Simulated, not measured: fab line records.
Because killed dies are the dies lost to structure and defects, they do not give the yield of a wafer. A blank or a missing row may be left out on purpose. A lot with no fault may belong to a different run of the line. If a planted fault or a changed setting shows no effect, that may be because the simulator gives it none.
Lot-split experiment + flow n5Finfet + on a route of 1938 steps: 7 lots, 21 wafers read

== SPLIT DETAILS ==
At N5_BEOL_M8_ETCH_65 (etches SiARC in CF4, target depth 15.6 nm, time 26 s), the setting sourceW was moved away from the recipe's 545 W on 5 of the 21 wafers read, by -8.9% to +17.6%. This setting was run at the recipe's value on the other wafers.

Reading taken at the split's own step.

== THE READING ==
rfVppV, in V, at N5_BEOL_M8_ETCH_65 (etches SiARC in CF4, target depth 15.6 nm, time 26 s). Fault-free wafers of this fab line usually give 184.3 V, standard deviation 1.2 V.

| wafer  | tool, chamber at the split | sourceW as run, W | against the recipe | rfVppV, V | against lot-mates on the recipe |
|--------|----------------------------|-------------------|--------------------|-----------|---------------------------------|
| L079.1 | rieDiel-02, 0              | 545               | recipe             | 184.9     | -                               |
| L079.4 | rieDiel-02, 2              | 545               | recipe             | 183.1     | -                               |
| L079.5 | rieDiel-02, 1              | 545               | recipe             | 183.1     | -                               |
| L081.2 | rieDiel-02, 1              | 500.2             | -8.2%              | 189.8     | +5.3                            |
| L081.3 | rieDiel-02, 3              | 545               | recipe             | 184.5     | -                               |
| L081.6 | rieDiel-02, 0              | 500.2             | -8.2%              | 190.7     | +6.2                            |
| L083.1 | rieDiel-05, 1              | 545               | recipe             | 184.4     | -                               |
| L083.3 | rieDiel-05, 0              | 545               | recipe             | 184.8     | -                               |
| L083.5 | rieDiel-05, 2              | 640.8             | +17.6%             | 175.0     | -9.6                            |
| L090.1 | rieDiel-03, 0              | 545               | recipe             | 183.8     | -                               |
| L090.5 | rieDiel-03, 3              | 545               | recipe             | 184.9     | -                               |
| L090.6 | rieDiel-03, 0              | 545               | recipe             | 181.9     | -                               |
| L091.1 | rieDiel-02, 0              | 545               | recipe             | 185.9     | -                               |
| L091.2 | rieDiel-02, 3              | 545               | recipe             | 184.7     | -                               |
| L091.5 | rieDiel-02, 3              | 545               | recipe             | 184.6     | -                               |
| L086.3 | rieDiel-05, 1              | 496.3             | -8.9%              | 189.8     | +5.8                            |
| L086.5 | rieDiel-05, 3              | 496.3             | -8.9%              | 189.8     | +5.8                            |
| L086.6 | rieDiel-05, 2              | 545               | recipe             | 184.0     | -                               |
| L092.4 | rieDiel-05, 2              | 545               | recipe             | 186.0     | -                               |
| L092.5 | rieDiel-05, 1              | 545               | recipe             | 183.3     | -                               |
| L092.6 | rieDiel-05, 0              | 545               | recipe             | 185.4     | -                               |

THE FIT
A straight line over all 21 wafers: rfVppV changes by -0.59 V for each +1% of sourceW; r = -0.95; the points scatter about the line by 1.1 V.
The same after taking each lot's own level away (the mean of its wafers on the recipe; 21 wafers): -0.603 V for each +1%; r = -0.97; scatter 0.87 V.
According to that fit, moving sourceW by its largest amount changes the reading by 11 V.
From 183.53 to 185.07 V: that is the span of the lots' own levels, equal to 1.3 times the standard deviation above.
Hence the lot-to-lot level has little effect on the slope; both slopes agree.
Check: -11.8 V against its lot-mates is what the line predicts for one of the wafers moved furthest among these (+17.6%) when that wafer is left out of the fit. Against them it came out at -9.6 V.
Tool readings at the split's step, against how far the setting was moved: rfVppV r = -0.95.

== OTHER SPLITS ON THESE WAFERS ==
These wafers also went through other splits before the reading. Each is held against what the fit with the lots' levels taken away leaves over:
| other split on the same wafers | wafers away from the commonest value | r with rfVppV (lot level and that fit taken away) |
|--------------------------------|--------------------------------------|---------------------------------------------------|
| N5_BEOL_M7_COAT_05 spinRpm     | 3                                    | -0.26                                             |

== FILE'S OWN FIT ==
rfVppV changes by -0.588 V for each +1% of sourceW, r = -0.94.
